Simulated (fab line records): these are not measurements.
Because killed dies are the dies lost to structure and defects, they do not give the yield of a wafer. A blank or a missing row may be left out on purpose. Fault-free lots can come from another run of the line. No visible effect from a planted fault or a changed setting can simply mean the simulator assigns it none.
Struck lot and sound lot, side by side ; flow nand harc ; 36 steps out of a route of 1302
Sound: wafers L737.3, L737.4, L737.5. Struck: wafers L744.3, L744.4, L744.5. The cause is named last.
Order at every step that has rows: each side's tool, ch and its chambers, its first start. Under that, the readings that differ: sound wafers ; struck wafers ; difference of the means ; sigmas: that difference in standard deviations of wafers without a fault.
alike: words and numbers the same on both sides, and readings whose means are apart by under 2 such deviations; not compared: readings that were withheld, readings missing a value for some wafer, numbers with overlapping values and no deviation given by the record, and bounds like >300 which may hide the same value.
A row with sigmas, a row that says differs or no value, or rows on one side alone: a step with any of these is where the two part. Non-overlapping numbers with no deviation appear without sigmas and do not part them. A reading missing from all wafers of one side parts the sides only when that side holds two or more wafers.

first, 10 steps without rows for these wafers: NHARC_A_CHANNEL_HOLE_D2_DEP_00 (deposits aC, target thk 3100 nm); NHARC_A_CHANNEL_HOLE_D2_DEP_01 (deposits SiON, target thk 140 nm); NHARC_A_CHANNEL_HOLE_D2_DEHYDRATE_02 (time 120 s); NHARC_A_CHANNEL_HOLE_D2_HMDS_03 (time 30 s); NHARC_A_CHANNEL_HOLE_D2_COAT_36 (time 75 s); NHARC_A_CHANNEL_HOLE_D2_COAT_37 (time 65 s); NHARC_A_CHANNEL_HOLE_D2_COAT_04 (resist thk 90 nm); NHARC_A_CHANNEL_HOLE_D2_SOFTBAKE_05 (time 55 s); NHARC_A_CHANNEL_HOLE_D2_EBR_06; NHARC_A_CHANNEL_HOLE_D2_EXPOSE_07 (exposes mask HOLE D2, target cd 100 nm).
NHARC_A_CHANNEL_HOLE_D2_PEB_08: peb time 65 s.
  sound on litho track-06 ch 0, day 14 01:47; struck on litho track-06 ch 0, day 16 19:59
reading;sound;struck;difference;sigmas
heater power total W (W);156.4 155.9 156.5;159.6 160.2 159.9;+3.6;+9
plate temp C (C);99.89 99.88 99.93;101.52 101.78 101.50;+1.70;+14
then, 1 step without rows for these wafers: NHARC_A_CHANNEL_HOLE_D2_DEVELOP_09 (develop time 35 s).
NHARC_A_CHANNEL_HOLE_D2_CD_MEAS_10 targets a cd of 100 nm.
  sound on cd sem-01 ch 0, day 14 01:52; struck on cd sem-01 ch 0, day 16 20:04
reading;sound;struck;difference;sigmas
cd nm (nm);100.1 101.0 100.0;103.4 104.6 103.4;+3.4;+6
NHARC_A_CHANNEL_HOLE_D2_DESCUM_15: chemistry O2, time 3 s.
  sound on rie diel-11 ch 0,3, day 14 02:03; struck on rie diel-03 ch 0,1,3, day 16 20:16
reading;sound;struck;difference;sigmas
showerhead plenum p Torr (Torr);1.84 1.88 1.84;2.03 2.05 2.00;+0.17;+2
model.A_CHANNEL_HOLE_D2.cd nm (nm);99.91 100.2 99.99;103.1 104.2 103.4;+3.5;
  alike: drypump motor current A, oes product au, rf vpp V, throttle valve pct
  not compared: rf hours counter h
then, 16 steps without rows for these wafers: NHARC_A_CHANNEL_HOLE_D2_ETCH_38 (etches the open film in CF4, target depth 39 nm, time 65 s); NHARC_A_CHANNEL_HOLE_D2_ETCH_39 (etches the open film in N2/H2, target depth 260 nm, time 325 s); NHARC_A_CHANNEL_HOLE_D2_ETCH_34 (etches the open film in CF4/CHF3, target depth 154 nm, time 77 s); NHARC_A_CHANNEL_HOLE_D2_ETCH_16 (etches the open film in O2/COS, target depth 3100 nm, time 806 s); NHARC_A_CHANNEL_HOLE_D2_ETCH_19 (etches the open film in C4F8/O2/Ar, time 34.5 s); NHARC_A_CHANNEL_HOLE_D2_ETCH_20 (etches the open film in C4F8/O2/Ar, time 361.9 s, target depth 1600 nm); NHARC_A_CHANNEL_HOLE_D2_ETCH_21 (etches the open film in C4F8/O2/Ar, time 514.3 s, target depth 1600 nm); NHARC_A_CHANNEL_HOLE_D2_ETCH_22 (etches the open film in C4F8/O2/Ar, time 666.7 s, target depth 1600 nm); NHARC_A_CHANNEL_HOLE_D2_ETCH_23 (etches the open film in C4F8/O2/Ar, time 819 s, target depth 1600 nm); NHARC_A_CHANNEL_HOLE_D2_ETCH_24 (etches the open film in C4F8/O2/Ar, time 906.2 s, target depth 1500 nm); NHARC_A_CHANNEL_HOLE_D2_ETCH_25 (etches the open film in C4F8/O2/Ar, time 1040.2 s, target depth 1500 nm); NHARC_A_CHANNEL_HOLE_D2_ETCH_26 (etches the open film in C4F8/O2/Ar, time 224.1 s, target depth 300 nm); NHARC_A_CHANNEL_HOLE_D2_ETCH_27 (etches the open film in C4F8/O2/Ar, time 90 s, target depth 400 nm); NHARC_A_CHANNEL_HOLE_D2_STRIP_41 (strips in N2/H2); NHARC_A_CHANNEL_HOLE_D2_STRIP_42 (strips in CF4/CHF3); NHARC_A_CHANNEL_HOLE_D2_STRIP_43 (strips in O2/COS).
NHARC_A_CHANNEL_HOLE_D2_ETCH_44: etches the open film in CF4/O2, target depth 140 nm, overetch 14 nm, time 77 s.
  sound on rie diel-02 ch 1,3, day 14 10:13; struck on rie diel-02 ch 0,2,3, day 17 02:08
reading;sound;struck;difference;sigmas
model.A_CHANNEL_HOLE_D2.cd nm (nm);88.89 91.37 89.36;93.61 93.31 93.23;+3.51;
  alike: drypump motor current A, oes product au, rf vpp V, showerhead plenum p Torr, throttle valve pct
  not compared: rf hours counter h
then, 3 steps without rows for these wafers: NHARC_A_CHANNEL_HOLE_D2_STRIP_28 (strips in O2); NHARC_A_CHANNEL_HOLE_D2_PRECLEAN_29 (cleans in SC1); NHARC_A_CHANNEL_HOLE_D2_SRD_30.
NHARC_A_CHANNEL_HOLE_D2_CD_MEAS_31:
  sound on cd sem-03, day 14 11:09; struck on cd sem-02, day 17 02:56
reading;sound;struck;difference;sigmas
cd nm (nm);89.3 91.3 89.8;93.4 92.9 92.8;+2.9;+2
NHARC_A_CHANNEL_HOLE_D2_XSEM_32:
  sound on xsem-01 ch 0, day 14 11:14; struck on xsem-02 ch 0, day 17 03:02
  alike: bot cd nm, bow nm, tilt deg

WHERE THEY PART
First at NHARC_A_CHANNEL_HOLE_D2_PEB_08; last, within this record, at NHARC_A_CHANNEL_HOLE_D2_CD_MEAS_31. Later steps at which nothing parts them and some readings are alike: NHARC_A_CHANNEL_HOLE_D2_XSEM_32.

WHY: what the simulator had put in
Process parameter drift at NHARC_A_CHANNEL_HOLE_D2_PEB_08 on litho track-06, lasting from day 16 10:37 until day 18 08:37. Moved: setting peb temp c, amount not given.
